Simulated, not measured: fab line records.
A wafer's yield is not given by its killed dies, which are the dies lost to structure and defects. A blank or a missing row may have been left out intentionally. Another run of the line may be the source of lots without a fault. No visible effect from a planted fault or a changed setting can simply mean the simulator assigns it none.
Struck lot and sound lot, side by side	flow nandHarc	15 steps out of a route of 1159
Sound: these wafers, L168.1, L168.2, L168.6. Struck: wafer L179.1. (L179.4, L179.6 of the same lot were not struck and are left out.) The cause comes at the end.
Each step with rows lists, per side, the tool, then ch with its chambers, then its first start. Under that, the readings that differ: sound wafers	struck wafers	difference of the means	sigmas: that difference in standard deviations of wafers without a fault.
alike: words and numbers the same on both sides, and readings whose means are apart by under 2 such deviations; not compared: readings that were withheld, readings missing a value for some wafer, numbers with overlapping values and no deviation given by the record, and bounds like >300 which may hide the same value.
A row with sigmas, a row that says differs or no value, or rows on one side alone: a step with any of these is where the two part. Non-overlapping numbers with no deviation appear without sigmas and do not part them. A reading that every wafer of one side lacks parts them only if that side has two wafers or more.

first, 4 steps without rows for these wafers: NHARC_P_CONTACT_EBR_08; NHARC_P_CONTACT_EXPOSE_09 (exposes mask P CA, target cd 90 nm); NHARC_P_CONTACT_PEB_10 (peb time 65 s); NHARC_P_CONTACT_DEVELOP_11 (develop time 35 s).
NHARC_P_CONTACT_CD_MEAS_12: the cd target is 90 nm.
  sound on cdSem-01 ch 0, day 6 05:33; struck on cdSem-01 ch 0, day 8 21:33
  alike: cdNm
NHARC_P_CONTACT_OVL_MEAS_13:
  sound on overlay-01, day 6 05:38; struck on overlay-01, day 8 21:38
reading	sound	struck	difference	sigmas
overlayYNm (nm)	1.3 1.3 1.1	-0.9	-2.1	-2
  alike: overlayXNm
NHARC_P_CONTACT_INSPECT_14:
  sound on defectInspect-02, day 6 05:41; struck on defectInspect-02, day 8 21:41
reading	sound	struck	difference	sigmas
rawDefectCount	4 3 2	10	+7	+3
NHARC_P_CONTACT_DESCUM_17: chemistry O2, time 3 s.
  sound on rieDiel-03 ch 0,1, day 6 05:44; struck on rieDiel-03 ch 3, day 8 21:44
  alike: chamberPressureMTorr, drypumpMotorCurrentA, mfcArSccm, oesProductAu, rfVppV, showerheadPlenumPTorr, throttleValvePct
  not compared: rfHoursCounterH
NHARC_P_CONTACT_ETCH_35: etches the open film in CF4, target depth 39 nm, time 65 s.
  sound on rieDiel-03 ch 0,2, day 6 05:49; struck on rieDiel-03 ch 1, day 8 21:50
  alike: chamberPressureMTorr, drypumpMotorCurrentA, mfcArSccm, oesProductAu, rfVppV, showerheadPlenumPTorr, throttleValvePct
  not compared: rfHoursCounterH
NHARC_P_CONTACT_ETCH_36: etches the open film in N2/H2, target depth 260 nm, time 406.25 s.
  sound on rieDiel-03 ch 0,2,3; struck on rieDiel-03 ch 0
  alike: chamberPressureMTorr, drypumpMotorCurrentA, mfcArSccm, n2FlowSccm, oesProductAu, rfVppV, showerheadPlenumPTorr, throttleValvePct
  not compared: rfHoursCounterH
NHARC_P_CONTACT_ETCH_18: etches the open film in C4F8/O2/Ar, target depth 481 nm, time 240.5 s.
  sound on rieDiel-03 ch 0,2,3; struck on rieDiel-03 ch 0
  alike: chamberPressureMTorr, oesProductAu, rfVppV
  not compared: rfHoursCounterH
then, 1 step without rows for these wafers: NHARC_P_CONTACT_STRIP_37 (strips in C4F8/O2/Ar).
NHARC_P_CONTACT_ETCH_31: etches the open film in CH3F/O2, target depth 30 nm, time 85.7 s.
  sound on rieDiel-03 ch 0,1, day 6 06:29; struck on rieDiel-03 ch 2, day 8 22:29
reading	sound	struck	difference	sigmas
oesProductAu (a.u.)	0.970 0.975 0.975	0.678	-0.295	-30
  alike: chamberPressureMTorr, drypumpMotorCurrentA, mfcArSccm, rfVppV, showerheadPlenumPTorr, throttleValvePct
  not compared: rfHoursCounterH
NHARC_P_CONTACT_CD_MEAS_19:
  sound on cdSem-02, day 6 06:37; struck on cdSem-02, day 8 22:37
  alike: cdNm
then, 1 step without rows for these wafers: NHARC_END_SORT_01.

WHERE THEY PART
Earliest at NHARC_P_CONTACT_OVL_MEAS_13; latest, in this record, at NHARC_P_CONTACT_ETCH_31. Later steps at which nothing parts them and some readings are alike: NHARC_P_CONTACT_CD_MEAS_19.

WHY: the cause the simulator had injected
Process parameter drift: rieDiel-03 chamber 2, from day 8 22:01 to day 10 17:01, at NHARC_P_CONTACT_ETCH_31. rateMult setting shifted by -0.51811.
